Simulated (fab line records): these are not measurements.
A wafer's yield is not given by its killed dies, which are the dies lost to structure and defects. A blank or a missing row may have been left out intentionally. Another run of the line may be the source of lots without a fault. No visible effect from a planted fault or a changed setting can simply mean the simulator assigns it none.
Which tool is to blame? / flow nand-harc / 30 wafers from 10 lots sampled at 4 of the route's 1302 steps

== WHAT EACH GAUGE READ, for each wafer ==
NHARC_P_M1_INSPECT_27.
lot=L938; measured=day 6 14:53; on=defect-inspect-02; raw-defect-count=231 346 288
lot=L939; measured=day 6 21:27; on=defect-inspect-02; raw-defect-count=410 323 484
lot=L942; measured=day 8 01:20; on=defect-inspect-02; raw-defect-count=343 217 304
lot=L946; measured=day 9 13:38; on=defect-inspect-02; raw-defect-count=330 418 393
lot=L953; measured=day 13 00:39; on=defect-inspect-02; raw-defect-count=303 288 192
lot=L955; measured=day 13 11:36; on=defect-inspect-01; raw-defect-count=310 267 380
lot=L956; measured=day 14 05:09; on=defect-inspect-01; raw-defect-count=269 252 417
lot=L958; measured=day 14 12:20; on=defect-inspect-02; raw-defect-count=648 183 422
lot=L957; measured=day 14 12:43; on=defect-inspect-02; raw-defect-count=570 455 421
lot=L961; measured=day 15 19:40; on=defect-inspect-01; raw-defect-count=345 285 224

NHARC_P_M2_CD_MEAS_09 targets a cd of 170 nm.
lot=L938; measured=day 6 16:20; on=cd-sem-03; cd-nm (nm)=169.1 169.6 169.4
lot=L939; measured=day 6 22:50; on=cd-sem-03; cd-nm (nm)=169.3 169.4 169.6
lot=L942; measured=day 8 02:49; on=cd-sem-03; cd-nm (nm)=171.1 170.9 170.7
lot=L946; measured=day 9 14:53; on=cd-sem-01; cd-nm (nm)=170.3 170.0 170.0
lot=L953; measured=day 13 02:03; on=cd-sem-01; cd-nm (nm)=170.6 180.6 170.4
lot=L955; measured=day 13 12:50; on=cd-sem-02; cd-nm (nm)=178.5 169.8 169.7
lot=L956; measured=day 14 06:32; on=cd-sem-02; cd-nm (nm)=170.4 170.7 170.5
lot=L958; measured=day 14 13:42; on=cd-sem-01; cd-nm (nm)=169.4 169.7 170.2
lot=L957; measured=day 14 14:07; on=cd-sem-03; cd-nm (nm)=170.9 170.6 170.1
lot=L961; measured=day 15 21:02; on=cd-sem-02; cd-nm (nm)=170.7 170.6 170.7

== WHICH TOOL RAN EACH LOT (tool, then ch and the chambers of the sampled wafers, then the start) ==
lot=L938; NHARC_P_M1_STRIP_18=rie-diel-08 ch 0,2,3, day 6 12:46; NHARC_P_M2_EXPOSE_06=arfi-scanner-03 ch 0, day 6 16:11
lot=L939; NHARC_P_M1_STRIP_18=rie-diel-12 ch 1,3, day 6 19:15; NHARC_P_M2_EXPOSE_06=arfi-scanner-01 ch 0, day 6 22:41
lot=L942; NHARC_P_M1_STRIP_18=rie-diel-01 ch 0,3, day 7 23:07; NHARC_P_M2_EXPOSE_06=arfi-scanner-03 ch 0, day 8 02:40
lot=L946; NHARC_P_M1_STRIP_18=rie-diel-01 ch 0,2,3, day 9 11:30; NHARC_P_M2_EXPOSE_06=arfi-scanner-01 ch 0, day 9 14:45
lot=L953; NHARC_P_M1_STRIP_18=rie-diel-01 ch 0,2,3, day 12 22:30; NHARC_P_M2_EXPOSE_06=arfi-scanner-03 ch 0, day 13 01:55
lot=L955; NHARC_P_M1_STRIP_18=rie-diel-08 ch 1,3, day 13 09:19; NHARC_P_M2_EXPOSE_06=arfi-scanner-03 ch 0, day 13 12:42
lot=L956; NHARC_P_M1_STRIP_18=rie-diel-01 ch 0,1,3, day 14 02:59; NHARC_P_M2_EXPOSE_06=arfi-scanner-02 ch 0, day 14 06:25
lot=L958; NHARC_P_M1_STRIP_18=rie-diel-12 ch 0,1,3, day 14 10:10; NHARC_P_M2_EXPOSE_06=arfi-scanner-01 ch 0, day 14 13:34
lot=L957; NHARC_P_M1_STRIP_18=rie-diel-01 ch 0,2, day 14 10:29; NHARC_P_M2_EXPOSE_06=arfi-scanner-02 ch 0, day 14 13:58
lot=L961; NHARC_P_M1_STRIP_18=rie-diel-01 ch 2,3, day 15 17:26; NHARC_P_M2_EXPOSE_06=arfi-scanner-01 ch 0, day 15 20:53
- NHARC_P_M1_STRIP_18: strips in N2/H2.
- NHARC_P_M2_EXPOSE_06: exposes mask P M2, target cd 170 nm.

== AS READ BY THE TOOLS THEMSELVES (means over the sampled wafers that have a number; for cases with no such wafer, the mark the record gives instead) ==
NHARC_P_M1_STRIP_18.
lot=L938; tool=rie-diel-08; drypump-motor-current-A (A)=5.4; oes-product-au (a.u.)=1.010; rf-fwd-power-W (W)=998; rf-vpp-V (V)=91.3; showerhead-plenum-p-Torr (Torr)=2.08; throttle-valve-pct (%)=14.166
lot=L939; tool=rie-diel-12; drypump-motor-current-A (A)=5.1; oes-product-au (a.u.)=1.003; rf-fwd-power-W (W)=997; rf-vpp-V (V)=91.4; showerhead-plenum-p-Torr (Torr)=2.11; throttle-valve-pct (%)=14.175
lot=L942; tool=rie-diel-01; drypump-motor-current-A (A)=6.0; oes-product-au (a.u.)=0.993; rf-fwd-power-W (W)=1001; rf-vpp-V (V)=90.5; showerhead-plenum-p-Torr (Torr)=2.00; throttle-valve-pct (%)=14.172
lot=L946; tool=rie-diel-01; drypump-motor-current-A (A)=6.1; oes-product-au (a.u.)=1.007; rf-fwd-power-W (W)=999; rf-vpp-V (V)=90.4; showerhead-plenum-p-Torr (Torr)=2.04; throttle-valve-pct (%)=14.175
lot=L953; tool=rie-diel-01; drypump-motor-current-A (A)=6.1; oes-product-au (a.u.)=1.002; rf-fwd-power-W (W)=1000; rf-vpp-V (V)=90.5; showerhead-plenum-p-Torr (Torr)=2.03; throttle-valve-pct (%)=14.170
lot=L955; tool=rie-diel-08; drypump-motor-current-A (A)=5.9; oes-product-au (a.u.)=0.996; rf-fwd-power-W (W)=997; rf-vpp-V (V)=90.1; showerhead-plenum-p-Torr (Torr)=2.00; throttle-valve-pct (%)=14.172
lot=L956; tool=rie-diel-01; drypump-motor-current-A (A)=5.9; oes-product-au (a.u.)=0.997; rf-fwd-power-W (W)=1002; rf-vpp-V (V)=90.2; showerhead-plenum-p-Torr (Torr)=2.00; throttle-valve-pct (%)=14.174
lot=L958; tool=rie-diel-12; drypump-motor-current-A (A)=5.6; oes-product-au (a.u.)=1.012; rf-fwd-power-W (W)=1001; rf-vpp-V (V)=90.9; showerhead-plenum-p-Torr (Torr)=2.08; throttle-valve-pct (%)=14.174
lot=L957; tool=rie-diel-01; drypump-motor-current-A (A)=6.3; oes-product-au (a.u.)=1.000; rf-fwd-power-W (W)=998; rf-vpp-V (V)=90.2; showerhead-plenum-p-Torr (Torr)=2.05; throttle-valve-pct (%)=14.172
lot=L961; tool=rie-diel-01; drypump-motor-current-A (A)=6.1; oes-product-au (a.u.)=1.005; rf-fwd-power-W (W)=996; rf-vpp-V (V)=91.9; showerhead-plenum-p-Torr (Torr)=2.06; throttle-valve-pct (%)=14.169

NHARC_P_M2_EXPOSE_06.
lot=L938; tool=arfi-scanner-03; stage-vel-mm-s (mm/s)=500.11
lot=L939; tool=arfi-scanner-01; stage-vel-mm-s (mm/s)=500.24
lot=L942; tool=arfi-scanner-03; stage-vel-mm-s (mm/s)=500.25
lot=L946; tool=arfi-scanner-01; stage-vel-mm-s (mm/s)=500.01
lot=L953; tool=arfi-scanner-03; stage-vel-mm-s (mm/s)=500.34
lot=L955; tool=arfi-scanner-03; stage-vel-mm-s (mm/s)=499.85
lot=L956; tool=arfi-scanner-02; stage-vel-mm-s (mm/s)=499.77
lot=L958; tool=arfi-scanner-01; stage-vel-mm-s (mm/s)=500.24
lot=L957; tool=arfi-scanner-02; stage-vel-mm-s (mm/s)=499.91
lot=L961; tool=arfi-scanner-01; stage-vel-mm-s (mm/s)=500.14

== THE ANSWER, worked out from the rows above alone ==
Rule: the usual values come from the lots themselves. Put in order of their means at a reading, lots are off if they are a third of the lots or fewer, leave a main group of 4 or more, and stand apart from it by a gap of 3 or more times the standard deviation of the main group's means; of several such gaps the widest counts. A main group whose means are all the same, to the digits that the tables above print for the reading, isn't used. Also off: a lot with no number at a reading for which 4 or more lots have one. The other lots that the step has rows for count as sound. Order of review: gauges by route order, followed by the tools' own readings, for which a lot's mean as printed above is used. The first step at which some lot is off is used, and at that step the reading that is off furthest; a lot without a number counts as furthest.
Off: L953, L955 (NHARC_P_M2_CD_MEAS_09, cd-nm). Mean 170.2 nm and standard deviation 0.55 in the main group.
A tool fits if, at a process step before that reading, it ran every lot that is off, and no sound lot after the first of them. Gauges at NHARC_P_M2_CD_MEAS_09: tried the same way as those tools. One candidate fits, namely arfi-scanner-03 at NHARC_P_M2_EXPOSE_06. A fault onset in the window from L942 (day 8 02:40, its last sound lot) to L953 (day 13 01:55, its first lot off) fits.

== WHAT WAS PUT IN BY THE SIMULATOR ==
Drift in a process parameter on arfi-scanner-03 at NHARC_P_M2_EXPOSE_06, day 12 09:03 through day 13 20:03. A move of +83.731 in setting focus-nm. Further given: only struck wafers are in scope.
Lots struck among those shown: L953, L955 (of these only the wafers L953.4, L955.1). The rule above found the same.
